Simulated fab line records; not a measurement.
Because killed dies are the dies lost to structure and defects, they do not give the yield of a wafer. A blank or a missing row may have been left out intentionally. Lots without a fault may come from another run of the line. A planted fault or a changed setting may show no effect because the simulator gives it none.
Which tool did it? | flow n5_finfet | 24 lots, 72 wafers sampled, at 5 steps of a route of 1938

## WHAT THE GAUGES READ, wafer by wafer
N5_FIN_SAQP_CD_MEAS_27: the cd target is 20 nm.
lot  | measured    | on        | cd_nm (nm)
L074 | day 2 00:31 | cd_sem-01 | 20.24 19.77 20.33
L075 | day 2 06:38 | cd_sem-01 | 20.14 20.04 20.39
L076 | day 2 12:52 | cd_sem-03 | 20.39 20.25 20.22
L077 | day 2 17:41 | cd_sem-03 | 20.64 20.55 20.18
L078 | day 3 00:19 | cd_sem-01 | 20.29 20.12 20.18
L079 | day 3 05:52 | cd_sem-01 | 20.01 20.47 20.35
L080 | day 3 11:40 | cd_sem-01 | 20.24 20.33 20.31
L081 | day 3 19:05 | cd_sem-01 | 20.16 19.70 20.11
L082 | day 4 00:43 | cd_sem-02 | 20.40 20.64 20.40
L083 | day 4 06:39 | cd_sem-02 | 20.48 19.69 20.28
L084 | day 4 12:20 | cd_sem-02 | 20.18 19.94 20.07
L085 | day 4 18:05 | cd_sem-03 | 20.40 20.36 20.32
L086 | day 5 01:20 | cd_sem-01 | 20.62 20.41 20.11
L087 | day 5 08:07 | cd_sem-02 | 20.27 19.82 20.56
L088 | day 5 13:19 | cd_sem-01 | 20.28 20.00 20.37
L089 | day 5 19:09 | cd_sem-02 | 20.42 20.55 20.11
L090 | day 6 00:23 | cd_sem-01 | 20.24 19.80 20.21
L091 | day 6 06:20 | cd_sem-02 | 20.26 20.31 20.45
L092 | day 6 12:38 | cd_sem-02 | 20.33 20.50 20.17
L093 | day 6 20:22 | cd_sem-01 | 20.52 20.61 20.24
L094 | day 7 01:48 | cd_sem-01 | 20.17 20.10 20.41
L095 | day 7 06:04 | cd_sem-02 | 20.35 20.45 20.63
L096 | day 7 11:56 | cd_sem-03 | 20.20 20.15 20.97
L097 | day 7 18:05 | cd_sem-02 | 20.23 20.19 20.35

N5_FIN_CUT_OVL_MEAS_09.
lot  | measured    | on         | FIN_CUT_OVL (nm)
L074 | day 2 03:10 | overlay-01 | -1.1 -0.9 -0.7
L075 | day 2 09:45 | overlay-02 | 1.8 1.5 0.1
L076 | day 2 15:29 | overlay-01 | 0.4 -1.1 -0.3
L077 | day 2 20:40 | overlay-02 | -0.2 0.2 -0.9
L078 | day 3 03:38 | overlay-01 | -0.6 -2.0 -0.1
L079 | day 3 08:31 | overlay-01 | 0.2 -0.4 -0.5
L080 | day 3 15:35 | overlay-02 | 0.7 0.7 -0.3
L081 | day 3 21:55 | overlay-02 | -0.8 -0.2 -0.2
L082 | day 4 03:27 | overlay-02 | -0.2 -0.4 -0.2
L083 | day 4 09:14 | overlay-01 | 0.8 -0.4 -0.2
L084 | day 4 15:39 | overlay-01 | -0.3 -0.6 -0.5
L085 | day 4 20:47 | overlay-02 | -0.7 -0.6 -0.1
L086 | day 5 04:21 | overlay-02 | 0.3 0.7 -0.3
L087 | day 5 10:54 | overlay-02 | -1.1 -0.4 -0.4
L088 | day 5 16:08 | overlay-02 | -0.3 -0.3 -0.8
L089 | day 5 21:39 | overlay-01 | 0.2 0.3 1.4
L090 | day 6 03:02 | overlay-01 | -0.7 -0.6 -1.3
L091 | day 6 09:14 | overlay-01 | 0.5 -0.2 0.7
L092 | day 6 15:47 | overlay-02 | 0.1 -0.9 -0.5
L093 | day 6 23:10 | overlay-01 | 0.7 -0.4 -0.5
L094 | day 7 04:17 | overlay-01 | -0.7 -0.8 -1.3
L095 | day 7 09:25 | overlay-02 | -1.1 -0.9 -1.4
L096 | day 7 14:37 | overlay-01 | 0.2 -0.3 -0.1
L097 | day 7 21:03 | overlay-01 | 0.5 0.7 1.1

## WHAT TOOL EACH LOT RAN ON (gives the tool, then ch and the chambers of the sampled wafers, and finally the start)
lot  | N5_FIN_SAQP_STRIP_55              | N5_FIN_SAQP_SPACER1_ALD_24       | N5_FIN_SAQP_ETCH_57
L074 | rie_diel-06 ch 1,2, day 1 22:52   | ald_sin-02 ch 0,1,3, day 1 23:35 | rie_diel-01 ch 0,1, day 2 00:33
L075 | rie_diel-06 ch 0,1,2, day 2 04:45 | ald_sin-03 ch 0,1, day 2 05:42   | rie_diel-06 ch 0,1,2, day 2 06:54
L076 | rie_diel-01 ch 1,2, day 2 11:14   | ald_sin-02 ch 2,3, day 2 11:56   | rie_diel-05 ch 0,2,3, day 2 12:55
L077 | rie_diel-06 ch 1,2,3, day 2 16:01 | ald_sin-03 ch 0,2,3, day 2 16:47 | rie_diel-05 ch 0,2, day 2 17:44
L078 | rie_diel-05 ch 1,3, day 2 22:41   | ald_sin-01 ch 0,3, day 2 23:24   | rie_diel-01 ch 0,2, day 3 00:22
L079 | rie_diel-01 ch 0,2,3, day 3 04:12 | ald_sin-02 ch 2,3, day 3 04:57   | rie_diel-05 ch 0,1,2, day 3 05:55
L080 | rie_diel-01 ch 1,2, day 3 09:59   | ald_sin-03 ch 0,2,3, day 3 10:42 | rie_diel-01 ch 1,2,3, day 3 11:49
L081 | rie_diel-01 ch 1,3, day 3 16:43   | ald_sin-03 ch 0,1,3, day 3 18:10 | rie_diel-01 ch 0,2,3, day 3 19:08
L082 | rie_diel-06 ch 0,1,2, day 3 23:06 | ald_sin-02 ch 0,1,3, day 3 23:48 | rie_diel-05 ch 0,3, day 4 00:55
L083 | rie_diel-05 ch 0,1,2, day 4 05:01 | ald_sin-02 ch 1,3, day 4 05:44   | rie_diel-01 ch 0,2,3, day 4 06:42
L084 | rie_diel-06 ch 0,2,3, day 4 10:36 | ald_sin-02 ch 1,3, day 4 11:19   | rie_diel-06 ch 2,3, day 4 12:33
L085 | rie_diel-01 ch 1,2,3, day 4 16:20 | ald_sin-03 ch 0,2, day 4 17:03   | rie_diel-06 ch 1,2,3, day 4 18:07
L086 | rie_diel-05 ch 0,2,3, day 4 23:40 | ald_sin-02 ch 1,2, day 5 00:25   | rie_diel-05 ch 1,2,3, day 5 01:26
L087 | rie_diel-05 ch 0,2, day 5 05:52   | ald_sin-02 ch 1,3, day 5 07:11   | rie_diel-05 ch 0,1, day 5 08:10
L088 | rie_diel-01 ch 1,3, day 5 11:41   | ald_sin-03 ch 0,3, day 5 12:24   | rie_diel-06 ch 0,1, day 5 13:22
L089 | rie_diel-05 ch 0,1,3, day 5 17:30 | ald_sin-01 ch 0,2,3, day 5 18:13 | rie_diel-01 ch 0,1,3, day 5 19:14
L090 | rie_diel-01 ch 0,1,3, day 5 22:45 | ald_sin-01 ch 0,1,3, day 5 23:28 | rie_diel-01 ch 0,1,2, day 6 00:26
L091 | rie_diel-01 ch 1,3, day 6 04:43   | ald_sin-02 ch 1,2,3, day 6 05:25 | rie_diel-06 ch 2,3, day 6 06:23
L092 | rie_diel-05 ch 0,1,3, day 6 10:05 | ald_sin-01 ch 0,2, day 6 11:40   | rie_diel-06 ch 0,2,3, day 6 12:46
L093 | rie_diel-05 ch 0,1,3, day 6 18:41 | ald_sin-03 ch 0,1,3, day 6 19:24 | rie_diel-06 ch 0,2,3, day 6 20:25
L094 | rie_diel-06 ch 0,1,2, day 7 00:10 | ald_sin-03 ch 0,1,2, day 7 00:53 | rie_diel-06 ch 0,1,2, day 7 01:50
L095 | rie_diel-05 ch 2,3, day 7 04:20   | ald_sin-03 ch 0,2,3, day 7 05:06 | rie_diel-01 ch 0,1, day 7 06:18
L096 | rie_diel-06 ch 0,2, day 7 10:17   | ald_sin-01 ch 0,1,2, day 7 11:01 | rie_diel-05 ch 0,1,2, day 7 12:04
L097 | rie_diel-05 ch 1,2,3, day 7 16:28 | ald_sin-03 ch 0,2, day 7 17:10   | rie_diel-01 ch 1,3, day 7 18:08
- N5_FIN_SAQP_STRIP_55: strips in N2/H2.
- N5_FIN_SAQP_SPACER1_ALD_24: deposits SiO2, target thk 20.3 nm, pulse time 1 s, purge time 2 s.
- N5_FIN_SAQP_ETCH_57: etches SiNx in CH3F/O2, target depth 32.5 nm, time 46.4 s.

## AS READ BY THE TOOLS THEMSELVES (means over the sampled wafers that have a number; for cases with no such wafer, the mark the record gives instead)
N5_FIN_SAQP_STRIP_55.
lot  | tool        | drypump_motor_current_A (A) | h2_flow_sccm (sccm) | oes_product_au (a.u.) | rf_vpp_V (V) | showerhead_plenum_p_Torr (Torr) | throttle_valve_pct (%)
L074 | rie_diel-06 | 5.5                         | 300.3               | 0.85                  | 121.6        | 3.36                            | 18.77
L075 | rie_diel-06 | 5.8                         | 300.5               | 0.80                  | 121.2        | 3.34                            | 18.82
L076 | rie_diel-01 | 5.8                         | 301.1               | 0.78                  | 121.9        | 3.38                            | 18.82
L077 | rie_diel-06 | 5.3                         | 300.4               | 0.80                  | 121.8        | 3.35                            | 18.92
L078 | rie_diel-05 | 6.2                         | 300.0               | 0.87                  | 120.4        | 3.28                            | 19.13
L079 | rie_diel-01 | 6.3                         | 299.5               | 0.75                  | 122.1        | 3.35                            | 18.94
L080 | rie_diel-01 | 6.2                         | 300.2               | 0.79                  | 121.9        | 3.37                            | 18.79
L081 | rie_diel-01 | 5.7                         | 300.3               | 0.72                  | 121.9        | 3.43                            | 18.73
L082 | rie_diel-06 | 5.8                         | 300.7               | 0.77                  | 121.5        | 3.34                            | 18.83
L083 | rie_diel-05 | 5.6                         | 299.6               | 0.80                  | 122.0        | 3.39                            | 19.00
L084 | rie_diel-06 | 5.5                         | 299.7               | 0.82                  | 121.5        | 3.27                            | 18.79
L085 | rie_diel-01 | 6.0                         | 300.1               | 0.75                  | 121.2        | 3.40                            | 18.77
L086 | rie_diel-05 | 5.9                         | 300.6               | 0.74                  | 121.0        | 3.35                            | 18.97
L087 | rie_diel-05 | 5.5                         | 300.0               | 0.76                  | 122.7        | 3.40                            | 18.83
L088 | rie_diel-01 | 5.7                         | 299.9               | 0.72                  | 122.1        | 3.42                            | 18.74
L089 | rie_diel-05 | 6.0                         | 301.1               | 0.77                  | 120.8        | 3.33                            | 19.14
L090 | rie_diel-01 | 5.8                         | 300.2               | 0.71                  | 120.6        | 3.33                            | 19.04
L091 | rie_diel-01 | 5.7                         | 298.7               | 0.72                  | 121.4        | 3.41                            | 18.76
L092 | rie_diel-05 | 6.0                         | 300.4               | 0.76                  | 122.5        | 3.33                            | 19.16
L093 | rie_diel-05 | 6.0                         | 299.8               | 0.76                  | 122.3        | 3.33                            | 19.16
L094 | rie_diel-06 | 5.8                         | 300.5               | 0.76                  | 121.1        | 3.32                            | 18.87
L095 | rie_diel-05 | 6.4                         | 299.8               | 0.74                  | 121.5        | 3.25                            | 19.02
L096 | rie_diel-06 | 5.7                         | 301.2               | 0.82                  | 121.6        | 3.26                            | 18.68
L097 | rie_diel-05 | 6.1                         | 300.7               | 0.79                  | 120.2        | 3.28                            | 19.06

N5_FIN_SAQP_SPACER1_ALD_24.
lot  | tool       | heater_power_w (W) | precursor_pulse_height_rel
L074 | ald_sin-02 | 468                | 1.010
L075 | ald_sin-03 | 451                | 1.011
L076 | ald_sin-02 | 419                | 1.018
L077 | ald_sin-03 | 462                | 1.004
L078 | ald_sin-01 | 441                | 1.005
L079 | ald_sin-02 | 435                | 1.002
L080 | ald_sin-03 | 454                | 1.012
L081 | ald_sin-03 | 492                | 1.000
L082 | ald_sin-02 | 467                | 1.000
L083 | ald_sin-02 | 473                | 0.996
L084 | ald_sin-02 | 460                | 0.990
L085 | ald_sin-03 | 422                | 0.990
L086 | ald_sin-02 | 465                | 1.025
L087 | ald_sin-02 | 471                | 0.997
L088 | ald_sin-03 | 466                | 1.004
L089 | ald_sin-01 | 431                | 1.017
L090 | ald_sin-01 | 448                | 0.988
L091 | ald_sin-02 | 446                | 0.994
L092 | ald_sin-01 | 423                | 0.989
L093 | ald_sin-03 | 495                | 0.993
L094 | ald_sin-03 | 446                | 0.984
L095 | ald_sin-03 | 455                | 1.003
L096 | ald_sin-01 | 440                | 0.994
L097 | ald_sin-03 | 419                | 1.007

N5_FIN_SAQP_ETCH_57.
lot  | tool        | drypump_motor_current_A (A) | etch_rf_on_time_s (s) | oes_product_au (a.u.) | rf_vpp_V (V) | showerhead_plenum_p_Torr (Torr) | throttle_valve_pct (%)
L074 | rie_diel-01 | 5.6                         | 46.9                  | 0.65                  | 297          | 1.97                            | 16.36
L075 | rie_diel-06 | 5.8                         | 47.4                  | 0.67                  | 295          | 1.98                            | 16.21
L076 | rie_diel-05 | 5.9                         | 45.7                  | 0.66                  | 296          | 2.00                            | 16.33
L077 | rie_diel-05 | 5.5                         | 46.7                  | 0.67                  | 300          | 2.04                            | 16.27
L078 | rie_diel-01 | 6.5                         | 46.7                  | 0.65                  | 296          | 1.97                            | 16.16
L079 | rie_diel-05 | 5.6                         | 45.3                  | 0.70                  | 299          | 2.02                            | 16.30
L080 | rie_diel-01 | 6.0                         | 46.2                  | 0.65                  | 298          | 2.02                            | 16.32
L081 | rie_diel-01 | 6.3                         | 46.9                  | 0.63                  | 295          | 1.98                            | 16.24
L082 | rie_diel-05 | 5.7                         | 47.7                  | 0.61                  | 298          | 2.01                            | 16.35
L083 | rie_diel-01 | 6.3                         | 46.4                  | 0.63                  | 295          | 1.98                            | 16.25
L084 | rie_diel-06 | 5.1                         | 45.8                  | 0.73                  | 298          | 1.94                            | 16.01
L085 | rie_diel-06 | 5.3                         | 46.9                  | 0.67                  | 296          | 1.98                            | 16.15
L086 | rie_diel-05 | 6.1                         | 45.6                  | 0.70                  | 294          | 1.96                            | 16.37
L087 | rie_diel-05 | 5.8                         | 46.0                  | 0.70                  | 298          | 1.99                            | 16.32
L088 | rie_diel-06 | 6.2                         | 48.0                  | 0.62                  | 290          | 1.96                            | 16.44
L089 | rie_diel-01 | 5.8                         | 46.0                  | 0.61                  | 294          | 1.98                            | 16.36
L090 | rie_diel-01 | 6.1                         | 45.4                  | 0.64                  | 297          | 1.96                            | 16.32
L091 | rie_diel-06 | 5.1                         | 45.7                  | 0.72                  | 298          | 1.94                            | 16.03
L092 | rie_diel-06 | 5.5                         | 46.1                  | 0.68                  | 293          | 1.93                            | 16.23
L093 | rie_diel-06 | 5.5                         | 46.0                  | 0.68                  | 294          | 1.93                            | 16.23
L094 | rie_diel-06 | 5.8                         | 47.0                  | 0.65                  | 295          | 1.97                            | 16.27
L095 | rie_diel-01 | 5.9                         | 46.3                  | 0.61                  | 295          | 1.92                            | 16.35
L096 | rie_diel-05 | 5.6                         | 46.9                  | 0.66                  | 299          | 2.01                            | 16.35
L097 | rie_diel-01 | 5.7                         | 45.5                  | 0.61                  | 295          | 2.02                            | 16.46

## THE ANSWER, worked out from the rows above alone
Rule: the lots themselves supply what counts as usual. The widest of any qualifying gaps counts: lots, ordered by their means at a reading, are off when they make up no more than a third of the lots, leave a main group of 4 or more, and stand apart from it by 3 or more times the standard deviation of that group's means. If all means in a main group match to the digits the tables above print for the reading, that group is not used. A lot without any number at a reading at which 4 lots or more have one is off too. The other lots that the step has rows for count as sound. The gauges are gone through in route order, then the tools' own readings, and for those a lot's mean is taken as printed above. The first step at which some lot is off is used, and at that step the reading that is off furthest; a lot without a number counts as furthest.
No lot is off at any reading shown: from this, nothing can be told.

## WHAT WAS PUT IN BY THE SIMULATOR
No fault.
